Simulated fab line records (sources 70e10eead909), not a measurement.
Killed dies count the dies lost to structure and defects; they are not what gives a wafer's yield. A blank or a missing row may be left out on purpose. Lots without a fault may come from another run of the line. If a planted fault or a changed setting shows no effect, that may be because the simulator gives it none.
Which tool did it? :: flow nandHarc :: route of 1302 steps, sampled at 1 step: 12 lots, 36 wafers

== WHAT THE GAUGES SHOWED, per wafer ==
NHARC_A_SLIT_CD_MEAS_09 targets a cd of 300 nm. Usual: cdNm 300.1 nm, standard deviation 0.54.
lot: L762
measured: day 20 04:43
on: cdSem-02
cdNm (nm): 300.2 299.6 300.8
flag: 

lot: L765
measured: day 20 22:37
on: cdSem-01
cdNm (nm): 300.0 299.6 300.0
flag: 

lot: L766
measured: day 20 22:52
on: cdSem-02
cdNm (nm): 299.0 299.8 299.3
flag: 

lot: L764
measured: day 20 23:03
on: cdSem-01
cdNm (nm): 300.1 300.7 299.3
flag: 

lot: L763
measured: day 21 02:50
on: cdSem-01
cdNm (nm): 299.8 299.6 300.4
flag: 

lot: L769
measured: day 22 18:35
on: cdSem-01
cdNm (nm): 299.5 300.0 300.8
flag: 

lot: L768
measured: day 22 20:14
on: cdSem-01
cdNm (nm): 299.9 300.3 300.3
flag: 

lot: L772
measured: day 24 08:39
on: cdSem-03
cdNm (nm): 300.6 299.9 300.6
flag: 

lot: L770
measured: day 24 16:26
on: cdSem-03
cdNm (nm): 299.5 300.2 299.1
flag: 

lot: L774
measured: day 25 03:40
on: cdSem-02
cdNm (nm): 299.6 300.6 300.4
flag: 

lot: L780
measured: day 27 19:12
on: cdSem-01
cdNm (nm): 301.1 299.6 300.3
flag: 

lot: L781
measured: day 28 05:01
on: cdSem-02
cdNm (nm): 300.1 300.6 300.6
flag: 

== WHAT TOOL EACH LOT RAN ON (gives the tool, then ch and the chambers of the sampled wafers, and finally the start) ==
The record holds no process step before these readings.

== AS READ BY THE TOOLS THEMSELVES (means over the sampled wafers that have a number; for cases with no such wafer, the mark the record gives instead) ==
The record holds no such reading with a usual standard deviation.

== THE ANSWER, worked out from the rows above alone ==
Rule: take the mean of a lot's wafers that have a number; if it is more than 3 standard deviations from the usual mean, the lot is off. Also off: a lot with no number at a reading for which 4 or more lots have one. Where the step has rows for the other lots, those lots are counted as sound. First the gauges in route order, then the tools' own readings, where a lot's mean is used as printed above. At the first step where some lot is off, the reading lying furthest off is the one used; lots without a number count as furthest.
No lot is off on any of the readings shown, so nothing can be concluded from this.

== WHAT HAD BEEN PUT IN BY THE SIMULATOR ==
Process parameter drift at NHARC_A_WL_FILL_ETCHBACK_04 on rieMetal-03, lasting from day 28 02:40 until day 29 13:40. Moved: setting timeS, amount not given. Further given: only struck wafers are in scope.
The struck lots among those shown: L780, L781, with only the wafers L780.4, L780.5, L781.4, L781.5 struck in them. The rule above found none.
